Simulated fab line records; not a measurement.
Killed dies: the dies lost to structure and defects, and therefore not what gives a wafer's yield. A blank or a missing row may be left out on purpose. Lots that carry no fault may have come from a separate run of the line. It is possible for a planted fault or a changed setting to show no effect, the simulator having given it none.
fab line records	flow n5_finfet
[record] lots = 7	wafers = 39
route steps=1938 shown ZERO_LAYER@4 FIN_SAQP@125 STI_FIN_REVEAL@190 BEOL_M0_SAQP@658 BEOL_M1@792 BEOL_M2@928 BEOL_M8@1344
start_h: hours from the record's first day to the start of the lot's first wafer shown	wait_h: hours elapsed since this lot's preceding step	" the same as in the row above	L1.1+2: a row that stands for several wafers	- value missing, or start not given	* or withheld: withheld	< > ~ a bound
route shown NAME@n: a module of which the file shows steps, and the number in the route of the first	usual: mean and standard deviation over wafers with no fault	same: alike in all rows	chamber/n: place in a boat	sites: per-site readings	_std_site: how widely they spread, as a standard deviation	_edge_site: outer sites' mean less inner sites'	radius_mm: how far each site lies from the wafer's centre	mask NAME#n: copy n	behind: the last tool/chamber to shape the wafer	hold: reason for holding the lot/hours on hold/outcome of the hold	device: the n, p or np transistor that did not switch	end of line: tests run on the same wafers once the route is complete	a step with no rows: only its recipe	killed: count of dies lost to structure and defects at first sort (not the wafer's yield)	map: shows each die of a wafer: x if killed, . if not, _ if none is there
set.NAME: the setting that was run; set.NAME@STEP: the one run at that earlier step	model.NAME: the simulator's own value behind a step, which no gauge read
lots with deliberately changed settings; one table per step, one row per wafer
[[steps]]
[step N5_ZERO_LAYER_PECVD_02]
[recipe] material = SiO2	target_thk_a = 100	temp_c = 400	precursor = SiH4/N2O	pressure_torr = 0.75	rf_w = 275	time_s = 6
lot.wafer	tool	chamber	start_h	wait_h	set.time_s	model.SiO2_of_ZERO_LAYER_PECVD_02.thk_nm
L075.1	pecvd-03	1	18.28	0.0	3.866	6.742
L075.2+4	"	2,0	"	"	6	10.04
L075.3	"	0	"	"	3.866	6.235
L075.5	"	2	"	"	6	10.06
L075.6	"	1	"	"	3.866	6.844
L076.1	pecvd-03	0	24.28	0.0	6	9.855
L076.2	"	2	"	"	6	9.932
L076.3	"	1	"	"	6	10.17
L076.4	"	2	"	"	6	10.05
L076.5	"	0	"	"	6	10.06
L076.6	"	1	"	"	6	10.39
L078.1	pecvd-02	2	36.28	0.0	6	9.698
L078.2	"	0	"	"	4.604	7.188
L078.3	"	1	"	"	4.604	7.582
L078.4	"	1	"	"	4.604	7.556
L078.5	"	0	"	"	6	9.728
L078.6	"	2	"	"	6	9.778
L079.1	pecvd-02	2	42.28	0.0	3.612	5.781
L079.2	"	1	"	"	3.612	5.751
L079.3	"	0	"	"	3.612	5.745
L079.4	"	0	"	"	6	9.843
L079.5	"	1	"	"	6	9.933
L079.6	"	2	"	"	6	9.943
L081.1	pecvd-02	2	54.29	0.0	6	9.751
L081.2	"	2	"	"	3.324	5.523
L081.3	"	2	"	"	3.324	5.483
L081.4	"	2	"	"	6	10.02
L081.5	"	2	"	"	6	9.969
L081.6	"	2	"	"	3.324	5.652
L084.1	pecvd-04	0	72.30	0.0	6	9.945
L084.5	"	1	"	"	6	10.02
L084.6	"	2	"	"	6	9.856
L095.1	pecvd-04	0	138.29	0.0	6	9.793
L095.2	"	2	"	"	6	9.847
L095.3	"	1	"	"	6	9.884
L095.4	"	2	"	"	6	9.997
L095.5	"	0	"	"	6	9.869
L095.6	"	1	"	"	6	10.17
[step N5_FIN_SAQP_SPACER1_ALD_24]
[recipe] material = SiO2	target_thk_a = 203	temp_c = 300	ald_precursor_family = BDEAS	ald_co_reactant = O2-plasma	pulse_time_s = 1	purge_time_s = 2	co_reactant_purge_time_s = 2	ald_cycles = 218	pressure_torr = 2
lot.wafer	tool	chamber	start_h	wait_h	set.ald_cycles	model.SiO2_of_FIN_SAQP_SPACER1_ALD_24.thk_nm
L075.1	ald_sin-03	3	29.17	0.3	218	20.2
L075.2+3	"	1,0	"	"	172	16
L075.4	"	2	"	"	218	20.6
L075.5	"	2	"	"	172	16.2
L075.6	"	1	"	"	218	20.4
L076.1+2+4	ald_sin-04	2,3,0	36.19	0.9	129	12.2
L076.3+5+6	"	1,0,3	"	"	218	20.4
L078.1+2+6	ald_sin-03	0,3,0	47.05	0.3	340	31.6
L078.3	"	2	"	"	218	20.4
L078.4+5	"	1	"	"	218	20.2
L079.1+4+5	ald_sin-04	3,0,0	52.49	0.3	128	11.8
L079.2	"	2	"	"	218	20.4
L079.3+6	"	1	"	"	218	20.2
L081.1+3+4+5+6	ald_sin-02	0,3,2,2,1	65.18	0.7	218	20.4
L081.2	"	1	"	"	218	20.2
L084.1+5+6	ald_sin-03	1,1,0	83.06	0.3	218	20.4
L095.1	ald_sin-04	1	149.16	0.3	257	24.2
L095.2+5	"	2,1	"	"	218	20.4
L095.3+4	"	3,2	"	"	257	24
L095.6	"	3	"	"	218	20.2
[step N5_FIN_SAQP_SPACER1_ETCHBACK_25]
[recipe] chemistry = CHF3/O2	mode = anisotropic_etchback	target = SiO2	target_depth_a = 244	time_s = 12.2	pressure_mtorr = 30	source_w = 650	bias_w = 170	Ar_flow_sccm = 200	CHF3_flow_sccm = 50	O2_flow_sccm = 5	ion_energy_ev = 200
[step N5_FIN_SAQP_MANDREL1_REMOVE_56]
[recipe] chemistry = HBr/Cl2/O2	bt_time_s = 10	target = a-Si	stop_on = SiNx	endpoint = OES-SiCl	over_etch_frac = 1	icp_w = 600	bias_w = 22	HBr_flow_sccm = 150	Cl2_flow_sccm = 80	O2_flow_sccm = 5	pressure_mtorr = 10
lot.wafer	tool	chamber	start_h	wait_h	set.ald_cycles@FIN_SAQP_SPACER1_ALD_24	model.FIN_SAQP.cd_nm
L075.1	rie_si-03	2	29.99	0.1	218	20
L075.2+5	"	0,3	"	"	172	16.2
L075.3	"	1	"	"	172	16
L075.4	"	3	"	"	218	20.4
L075.6	"	0	"	"	218	20.6
L076.1+4	rie_si-06	3,2	36.99	0.1	129	12
L076.2	"	1	"	"	129	12.4
L076.3+6	"	0,3	"	"	218	20.4
L076.5	"	0	"	"	218	20.6
L078.1	rie_si-03	0	47.89	0.1	340	31.8
L078.2+6	"	3,0	"	"	340	31.6
L078.3+4	"	1,2	"	"	218	20.2
L078.5	"	1	"	"	218	20
L079.1	rie_si-03	0	53.29	0.1	128	12
L079.2	"	3	"	"	218	20.4
L079.3+6	"	2,0	"	"	218	20.2
L079.4+5	"	2,3	"	"	128	11.8
L081.1+2+5+6	rie_si-03	3,2,3,2	66.04	0.1	218	20.4
L081.3	"	1	"	"	218	20.2
L081.4	"	0	"	"	218	20.6
L084.1+5	rie_si-05	3,0	83.87	0.1	218	20.4
L084.6	"	1	"	"	218	20.2
L095.1+3+4	rie_si-06	1,2,0	149.96	0.1	257	24.2
L095.2+5	"	3,2	"	"	218	20.4
L095.6	"	3	"	"	218	20.2
[step N5_FIN_SAQP_CD_MEAS_27]
[recipe] target_cd_nm = 20	landing_energy_ev = 1000	detector = se_inlens	polarity = line
[usual] cd_nm = 20.36/0.22
lot.wafer	tool	chamber	start_h	wait_h	set.ald_cycles@FIN_SAQP_SPACER1_ALD_24	cd_nm
L075.1	cd_sem-02	0	30.10	0.1	218	20.30
L075.2	"	0	"	"	172	16.34
L075.3	"	0	"	"	172	16.00
L075.4	"	0	"	"	218	20.37
L075.5	"	0	"	"	172	16.01
L075.6	"	0	"	"	218	20.68
L076.1	cd_sem-02	0	37.10	0.1	129	11.96
L076.2	"	0	"	"	129	12.37
L076.3	"	0	"	"	218	20.53
L076.4	"	0	"	"	129	11.66
L076.5	"	0	"	"	218	20.60
L076.6	"	0	"	"	218	20.30
L078.1	cd_sem-03	0	48.00	0.1	340	31.40
L078.2	"	0	"	"	340	31.73
L078.3	"	0	"	"	218	20.32
L078.4	"	0	"	"	218	20.05
L078.5	"	0	"	"	218	20.10
L078.6	"	0	"	"	340	31.82
L079.1	cd_sem-03	0	53.40	0.1	128	12.41
L079.2	"	0	"	"	218	20.36
L079.3	"	0	"	"	218	20.24
L079.4	"	0	"	"	128	11.98
L079.5	"	0	"	"	128	11.94
L079.6	"	0	"	"	218	20.10
L081.1	cd_sem-02	0	66.15	0.1	218	20.46
L081.2	"	0	"	"	218	20.11
L081.3	"	0	"	"	218	20.33
L081.4	"	0	"	"	218	20.45
L081.5	"	0	"	"	218	20.38
L081.6	"	0	"	"	218	20.54
L084.1	cd_sem-01	0	83.98	0.1	218	20.26
L084.5	"	0	"	"	218	20.60
L084.6	"	0	"	"	218	20.37
L095.1	cd_sem-02	0	150.07	0.1	257	24.11
L095.2	"	0	"	"	218	20.56
L095.3	"	0	"	"	257	24.13
L095.4	"	0	"	"	257	24.24
L095.5	"	0	"	"	218	20.29
L095.6	"	0	"	"	218	19.96
[step N5_STI_FIN_REVEAL_ETCHBACK_08]
[recipe] chemistry = C4F6/O2	target = SiO2	target_depth_a = 305	time_s = 10.167	ion_energy_ev = 250	pressure_mtorr = 30	source_w = 345	bias_w = 185	Ar_flow_sccm = 300	C4F6_flow_sccm = 10	O2_flow_sccm = 10
lot.wafer	tool	chamber	start_h	wait_h	set.time_s
L075.1+3+4	rie_diel-06	2,3,0	40.94	0.2	12.45
L075.2+5+6	"	1,0,3	"	"	10.167
L076.1+5+6	rie_diel-05	3,3,0	47.36	0.2	10.167
L076.2+3+4	"	1,0,1	"	"	12.69
L078.1+2+4	rie_diel-04	2,1,3	58.19	0.3	4.758
L078.3+5+6	"	0,2,3	"	"	10.167
L079.1+4+6	rie_diel-04	2,3,3	64.78	0.2	4.083
L079.2+3+5	"	1,0,2	"	"	10.167
L081.1+2+3+4+5+6	rie_diel-04	3,0,2,1,2,1	76.24	0.2	10.167
L084.1+5+6	rie_diel-06	0,0,1	94.49	0.2	10.167
L095.1+2+6	rie_diel-04	0,3,2	159.54	0.2	10.167
L095.3+4+5	"	1,2,3	"	"	12.48
[step N5_STI_FIN_REVEAL_STRIP_24]
[recipe] chemistry = N2/H2	time_s = 90	power_w = 100	temp_c = 40	pressure_mtorr = 100	rf_frequency_hz = 6e+07	bias_power_w = 3	n2_flow_sccm = 300	h2_flow_sccm = 300
[step N5_STI_FIN_REVEAL_PRECLEAN_25]
[recipe] chemistry = SPM	time_s = 90	temp_c = 120	mix = 4:1
[step N5_STI_FIN_REVEAL_SRD_23]
[recipe] dry = ipa_marangoni	time_s = 30	temp_c = 23	rinse_liquid = diw
[step N5_STI_FIN_REVEAL_FIN_H_MEAS_10]
[usual] trench_depth_nm = 52.1/0.66
lot.wafer	tool	chamber	start_h	wait_h	set.time_s@STI_FIN_REVEAL_ETCHBACK_08	trench_depth_nm
L075.1	ocd-02	-	43.95	0.0	12.45	59.1
L075.2	"	-	"	"	10.167	52.0
L075.3	"	-	"	"	12.45	60.1
L075.4	"	-	"	"	12.45	59.4
L075.5	"	-	"	"	10.167	52.2
L075.6	"	-	"	"	10.167	53.1
L076.1	ocd-02	-	50.31	0.0	10.167	52.5
L076.2	"	-	"	"	12.69	60.1
L076.3	"	-	"	"	12.69	60.4
L076.4	"	-	"	"	12.69	61.2
L076.5	"	-	"	"	10.167	52.6
L076.6	"	-	"	"	10.167	53.3
L078.1	ocd-02	-	61.15	0.0	4.758	35.4
L078.2	"	-	"	"	4.758	36.3
L078.3	"	-	"	"	10.167	52.1
L078.4	"	-	"	"	4.758	35.9
L078.5	"	-	"	"	10.167	51.1
L078.6	"	-	"	"	10.167	52.2
L079.1	ocd-01	-	67.76	0.0	4.083	34.2
L079.2	"	-	"	"	10.167	53.6
L079.3	"	-	"	"	10.167	52.1
L079.4	"	-	"	"	4.083	34.4
L079.5	"	-	"	"	10.167	53.0
L079.6	"	-	"	"	4.083	35.2
L081.1	ocd-01	-	79.19	0.0	10.167	51.6
L081.2	"	-	"	"	10.167	52.3
L081.3	"	-	"	"	10.167	51.7
L081.4	"	-	"	"	10.167	52.8
L081.5	"	-	"	"	10.167	52.1
L081.6	"	-	"	"	10.167	52.8
L084.1	ocd-02	-	97.45	0.0	10.167	51.1
L084.5	"	-	"	"	10.167	51.7
L084.6	"	-	"	"	10.167	51.8
L095.1	ocd-02	-	162.49	0.0	10.167	52.8
L095.2	"	-	"	"	10.167	52.2
L095.3	"	-	"	"	12.48	59.9
L095.4	"	-	"	"	12.48	58.5
L095.5	"	-	"	"	12.48	58.9
L095.6	"	-	"	"	10.167	51.9
[step N5_BEOL_M0_SAQP_MANDREL_ETCH_20]
[recipe] target_depth_a = 600	chemistry = HBr/Cl2	target = a-Si	stop_on = SiNx	bt_time_s = 10	mask_material = SOC	over_etch_frac = 0.5	time_s = 30	pressure_mtorr = 10	icp_w = 800	bias_w = 75	HBr_flow_sccm = 150	Cl2_flow_sccm = 80	ends = end_point
[usual] oes_product_au = 0.769/0.018
lot.wafer	tool	chamber	start_h	wait_h	set.target_depth_a	oes_product_au	model.etch.depth_nm	model.SOC_of_BEOL_M0_SAQP_COAT_81.thk_nm	model.SiNx_of_BEOL_M0_SAQP_PECVD_97.thk_nm
L075.1	rie_si-01	1	114.28	0.0	600	0.766	58.8	76	17.8
L075.2	"	0	"	"	600	0.775	59.18	75.4	17.6
L075.3	"	2	"	"	706.6	0.731	60.52	70.8	15.6
L075.4	"	3	"	"	706.6	0.691	61.21	70.8	16
L075.5	"	3	"	"	600	0.739	59.39	75.4	18.2
L075.6	"	0	"	"	706.6	0.712	59.59	71.2	15.8
L076.1	rie_si-04	0	119.15	0.0	600	0.763	59.88	76.4	17.8
L076.2	"	2	"	"	600	0.791	60.89	76	17.6
L076.3	"	3	"	"	600	0.743	60	75.2	17.6
L076.4	"	1	"	"	600	0.789	60.7	76.4	18.4
L076.5	"	1	"	"	600	0.788	60.59	76.2	18.4
L076.6	"	2	"	"	600	0.788	60.91	76.2	18.2
L078.1	rie_si-04	2	135.94	0.0	471.9	0.898	59.76	80.8	19.4
L078.2	"	0	"	"	600	0.767	60.33	76.6	17.8
L078.3	"	1	"	"	471.9	0.903	60.67	81.2	19.2
L078.4	"	3	"	"	471.9	0.864	60.56	80.4	19.4
L078.5	"	0	"	"	600	0.775	61.8	76.2	18.4
L078.6	"	1	"	"	600	0.799	61.6	76	18.4
L079.1	rie_si-02	2	138.81	0.0	600	0.763	59.44	75	18
L079.2	"	3	"	"	468.2	0.897	60.59	82.4	19.4
L079.3	"	1	"	"	468.2	0.912	61.01	81.2	19
L079.4	"	0	"	"	468.2	0.886	60.98	81.6	19.4
L079.5	"	2	"	"	600	0.760	60.55	75.2	18.4
L079.6	"	1	"	"	600	0.780	61.06	76	18.4
L081.1	rie_si-01	3	150.88	0.0	600	0.754	60.22	74.6	17.8
L081.2	"	2	"	"	266.5	1.056	41.34	88.6	20.2
L081.3	"	1	"	"	266.5	0.990	39.32	89	20.6
L081.4	"	0	"	"	266.5	1.028	40.56	89	21
L081.5	"	0	"	"	600	0.791	60.69	75.4	18.2
L081.6	"	1	"	"	600	0.784	61.27	75.8	17.8
L084.1	rie_si-01	1	166.71	0.0	600	0.778	60.04	76.2	18
L084.5	"	1	"	"	600	0.784	60.51	76.2	18.8
L084.6	"	2	"	"	600	0.810	61.07	75.2	18.2
L095.1	rie_si-01	0	237.18	0.0	600	0.781	60.18	76.4	18
L095.2	"	2	"	"	600	0.794	59.44	75.6	17.6
L095.3	"	3	"	"	600	0.749	59.48	76	17.8
L095.4	"	1	"	"	600	0.781	61.12	76.2	18.4
L095.5	"	0	"	"	600	0.798	60.55	76.6	18
L095.6	"	3	"	"	600	0.754	61.16	75.8	18.4
[step N5_BEOL_M1_ALD_98]
[recipe] material = SiO2	target_thk_a = 25	temp_c = 100	ald_precursor_family = BDEAS	ald_co_reactant = O2-plasma	pulse_time_s = 1	co_reactant_pulse_time_s = 1	purge_time_s = 2	co_reactant_purge_time_s = 2	ald_cycles = 17	pressure_torr = 2
lot.wafer	tool	chamber	start_h	wait_h	set.ald_cycles	model.SiO2_of_BEOL_M1_ALD_98.thk_nm
L075.1	ald_sin-04	2	131.42	0.1	17	2.6
L075.2+3	"	3,0	"	"	17	2.4
L075.4+5+6	"	1,1,2	"	"	7	1
L076.1+2+4+6	ald_sin-02	0,2,2,0	132.09	0.1	17	2.6
L076.3+5	"	1	"	"	17	2.4
L078.1+3+6	ald_sin-04	1,2,0	151.40	0.3	23	3.4
L078.2+4	"	0,3	"	"	17	2.6
L078.5	"	1	"	"	17	2.4
L079.1+2	ald_sin-04	3,1	154.46	0.5	17	2.4
L079.3+4+6	"	2,0,1	"	"	10	1.4
L079.5	"	2	"	"	17	2.6
L081.1+2+5	ald_sin-04	3,2,2	167.55	0.2	24	3.6
L081.3+4+6	"	0,1,1	"	"	17	2.4
L084.1+5+6	ald_sin-04	2,3,2	181.14	0.1	17	2.6
L095.1	ald_sin-01	2	254.79	0.1	17	2.6
L095.2+4	"	3,0	"	"	17	2.4
L095.3+5+6	"	1,2,3	"	"	23	3.4
[step N5_BEOL_M1_ETCHBACK_99]
[recipe] chemistry = CHF3	target = SiO2	target_depth_a = 50	time_s = 10.4	source_w = 215	bias_w = 47	Ar_flow_sccm = 200	CHF3_flow_sccm = 12	ion_energy_ev = 100	pressure_mtorr = 30
[step N5_BEOL_M1_ETCH_70]
[recipe] chemistry = N2/H2	target = SOC	target_depth_a = 800	overetch_a = 160	mask_material = SiARC	temp_c = 40	time_s = 120	ion_energy_ev = 200	pressure_mtorr = 30	source_w = 840	bias_w = 150	n2_flow_sccm = 200	h2_flow_sccm = 200
[step N5_BEOL_M1_STRIP_71]
[recipe] chemistry = N2/H2	temp_c = 40	n2_flow_sccm = 200	h2_flow_sccm = 200	rf_frequency_hz = 6e+07
[step N5_BEOL_M1_STRIP_78]
[recipe] chemistry = N2/H2	temp_c = 40	n2_flow_sccm = 200	h2_flow_sccm = 200	rf_frequency_hz = 6e+07
[step N5_BEOL_M1_VIA_ETCH_34]
[recipe] chemistry = C4F6/O2	target_depth_a = 678	mask_material = SOC	pressure_mtorr = 15	ion_energy_ev = 250	taper_deg = 4	time_s = 64.4	source_w = 350	bias_w = 170	Ar_flow_sccm = 300	C4F6_flow_sccm = 10	O2_flow_sccm = 10
lot.wafer	tool	chamber	start_h	wait_h	set.ald_cycles@BEOL_M1_ALD_98	model.BEOL_M1.cd_nm
L076.1+2+5	rie_diel-01	3,0,1	134.36	0.0	17	17.6
L076.3+4	"	2,1	"	"	17	18
L076.6	"	2	"	"	17	18.2
L075.1	rie_diel-01	1	137.27	0.0	17	18.4
L075.2	"	3	"	"	17	18
L075.3	"	0	"	"	17	17.8
L075.4	"	2	"	"	7	21
L075.5	"	3	"	"	7	20.8
L075.6	"	0	"	"	7	21.6
L078.1	rie_diel-03	3	157.32	0.0	23	16.4
L078.2+4	"	1,2	"	"	17	18.2
L078.3	"	0	"	"	23	16
L078.5	"	3	"	"	17	17.8
L078.6	"	0	"	"	23	15.8
L079.1	rie_diel-01	2	161.75	0.0	17	18.6
L079.2	"	3	"	"	17	17.8
L079.3+6	"	1	"	"	10	20.2
L079.4	"	0	"	"	10	20.6
L079.5	"	2	"	"	17	18.4
L081.1	rie_diel-03	0	170.01	0.0	24	15.6
L081.2	"	2	"	"	24	15.4
L081.3+4	"	1,3	"	"	17	17.6
L081.5	"	2	"	"	24	15.2
L081.6	"	3	"	"	17	17.4
L084.1+5	rie_diel-01	3,1	183.78	0.0	17	18.2
L084.6	"	2	"	"	17	18.4
L095.1+4	rie_diel-03	2,3	255.65	0.0	17	17.6
L095.2	"	1	"	"	17	18
L095.3+5+6	"	0,3,0	"	"	23	16.2
[step N5_BEOL_M2_DEP_57]
[recipe] material = SiCN	target_thk_a = 80	temp_c = withheld	precursor = 3MS/NH3	pressure_torr = 3	rf_w = 202	time_s = 14
lot.wafer	tool	chamber	start_h	wait_h	set.time_s	model.SiCN_of_BEOL_M2_DEP_57.thk_nm
L076.1	pecvd-04	2	150.20	0.0	14	7.6
L076.2	"	0	"	"	14	8.2
L076.3+4+6	"	1,1,2	"	"	14	8
L076.5	"	0	"	"	14	8.4
L075.1	pecvd-01	2	156.22	0.0	9.332	5.4
L075.2	"	0	"	"	14	8.2
L075.3+5	"	1,2	"	"	9.332	5.6
L075.4+6	"	0,1	"	"	14	8.4
L078.1+2	pecvd-03	1,0	170.84	0.0	14	7.8
L078.3+4+6	"	2,1,0	"	"	14	8
L078.5	"	2	"	"	14	8.4
L079.1	pecvd-04	1	179.04	0.0	20.21	11.2
L079.2	"	0	"	"	14	8.2
L079.3	"	2	"	"	14	7.6
L079.4	"	0	"	"	20.21	11.8
L079.5	"	2	"	"	14	7.8
L079.6	"	1	"	"	20.21	11.6
L081.1	pecvd-03	1	183.73	0.0	14	7.8
L081.2+5	"	0,1	"	"	18.94	10.6
L081.3	"	0	"	"	18.94	10.8
L081.4	"	1	"	"	14	7.6
L081.6	"	0	"	"	14	8
L084.1+5+6	pecvd-03	2,0,2	202.77	0.0	14	8
L095.1+4	pecvd-04	1,0	271.28	0.0	7.417	4.6
L095.2	"	0	"	"	14	8.4
L095.3	"	2	"	"	14	8
L095.5	"	2	"	"	14	8.2
L095.6	"	1	"	"	7.417	4.8
[step N5_BEOL_M8_DEVELOP_10]
[recipe] develop_time_s = 30	developer = TMAH	resist = CAR-ArF	rinse_liquid = diw	dry = air_spin	dev_temp_c = 23
lot.wafer	tool	chamber	start_h	wait_h	set.develop_time_s
L076.1+3+4	litho_track-01	0	-	-	41.17
L076.2+5+6	"	0	"	"	30
L075.1+2+3+4+5+6	litho_track-02	0	-	-	30
L078.1+2+5	litho_track-02	0	-	-	47.79
L078.3+4+6	"	0	"	"	30
L079.1+2+3+4+5+6	litho_track-01	0	-	-	30
L081.1+2+4	litho_track-01	0	-	-	12.16
L081.3+5+6	"	0	"	"	30
L084.1+5+6	litho_track-02	0	-	-	30
L095.1+2+5	litho_track-04	0	-	-	30
L095.3+4+6	"	0	"	"	35.42
[step N5_BEOL_M8_CD_MEAS_11]
[recipe] target_cd_nm = 38.5	landing_energy_ev = 500	detector = se_inlens	polarity = opening
[usual] cd_nm = 38.9/0.64
lot.wafer	tool	chamber	start_h	wait_h	set.develop_time_s@BEOL_M8_DEVELOP_10	cd_nm
L076.1	cd_sem-02	0	199.82	-	41.17	40.2
L076.2	"	0	"	"	30	39.1
L076.3	"	0	"	"	41.17	39.6
L076.4	"	0	"	"	41.17	40.8
L076.5	"	0	"	"	30	39.7
L076.6	"	0	"	"	30	39.6
L075.1	cd_sem-01	0	213.27	-	30	39.3
L075.2	"	0	"	"	30	37.6
L075.3	"	0	"	"	30	38.9
L075.4	"	0	"	"	30	38.8
L075.5	"	0	"	"	30	39.1
L075.6	"	0	"	"	30	38.9
L078.1	cd_sem-01	0	230.18	-	47.79	40.5
L078.2	"	0	"	"	47.79	40.1
L078.3	"	0	"	"	30	38.5
L078.4	"	0	"	"	30	38.0
L078.5	"	0	"	"	47.79	40.5
L078.6	"	0	"	"	30	38.8
L079.1	cd_sem-03	0	235.04	-	30	38.6
L079.2	"	0	"	"	30	39.1
L079.3	"	0	"	"	30	39.7
L079.4	"	0	"	"	30	38.7
L079.5	"	0	"	"	30	38.6
L079.6	"	0	"	"	30	39.6
L081.1	cd_sem-03	0	235.32	-	12.16	36.1
L081.2	"	0	"	"	12.16	35.8
L081.3	"	0	"	"	30	38.5
L081.4	"	0	"	"	12.16	35.6
L081.5	"	0	"	"	30	39.1
L081.6	"	0	"	"	30	39.0
L084.1	cd_sem-01	0	260.36	-	30	38.6
L084.5	"	0	"	"	30	38.6
L084.6	"	0	"	"	30	38.6
L095.1	cd_sem-02	0	325.93	-	30	37.5
L095.2	"	0	"	"	30	37.7
L095.3	"	0	"	"	35.42	39.0
L095.4	"	0	"	"	35.42	38.2
L095.5	"	0	"	"	30	37.8
L095.6	"	0	"	"	35.42	37.9
[[key]]
[split] step = N5_ZERO_LAYER_PECVD_02	setting = time_s	stated = 6	by = wafer
[response] step = N5_ZERO_LAYER_PECVD_02	reading = model.SiO2_of_ZERO_LAYER_PECVD_02.thk_nm	change = +0.0995	per = 1%	r = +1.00
[split] step = N5_FIN_SAQP_SPACER1_ALD_24	setting = ald_cycles	stated = 218	by = wafer
[response] step = N5_FIN_SAQP_SPACER1_ALD_24	reading = model.SiO2_of_FIN_SAQP_SPACER1_ALD_24.thk_nm	change = +0.203	per = 1%	r = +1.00
[response] step = N5_FIN_SAQP_MANDREL1_REMOVE_56	reading = model.FIN_SAQP.cd_nm	change = +0.205	per = 1%	r = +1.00
[response] step = N5_FIN_SAQP_CD_MEAS_27	reading = cd_nm	change = +0.204	per = 1%	r = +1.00
[split] step = N5_STI_FIN_REVEAL_ETCHBACK_08	setting = time_s	stated = 10.167	by = wafer
[response] step = N5_STI_FIN_REVEAL_FIN_H_MEAS_10	reading = trench_depth_nm	change = +0.304	per = 1%	r = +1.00
[split] step = N5_BEOL_M0_SAQP_MANDREL_ETCH_20	setting = target_depth_a	stated = 600	by = wafer
[response] step = N5_BEOL_M0_SAQP_MANDREL_ETCH_20	reading = oes_product_au	change = -0.00457	per = 1%	r = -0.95
[response] step = N5_BEOL_M0_SAQP_MANDREL_ETCH_20	reading = model.etch.depth_nm	change = +0.267	per = 1%	r = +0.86
[response] step = N5_BEOL_M0_SAQP_MANDREL_ETCH_20	reading = model.SOC_of_BEOL_M0_SAQP_COAT_81.thk_nm	change = -0.247	per = 1%	r = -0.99
[response] step = N5_BEOL_M0_SAQP_MANDREL_ETCH_20	reading = model.SiNx_of_BEOL_M0_SAQP_PECVD_97.thk_nm	change = -0.0532	per = 1%	r = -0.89
[split] step = N5_BEOL_M1_ALD_98	setting = ald_cycles	stated = 17	by = wafer
[response] step = N5_BEOL_M1_ALD_98	reading = model.SiO2_of_BEOL_M1_ALD_98.thk_nm	change = +0.026	per = 1%	r = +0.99
[response] step = N5_BEOL_M1_VIA_ETCH_34	reading = model.BEOL_M1.cd_nm	change = -0.0512	per = 1%	r = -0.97
[split] step = N5_BEOL_M2_DEP_57	setting = time_s	stated = 14	by = wafer
[response] step = N5_BEOL_M2_DEP_57	reading = model.SiCN_of_BEOL_M2_DEP_57.thk_nm	change = +0.0801	per = 1%	r = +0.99
[split] step = N5_BEOL_M8_DEVELOP_10	setting = develop_time_s	stated = 30	by = wafer
[response] step = N5_BEOL_M8_CD_MEAS_11	reading = cd_nm	change = +0.038	per = 1%	r = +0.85
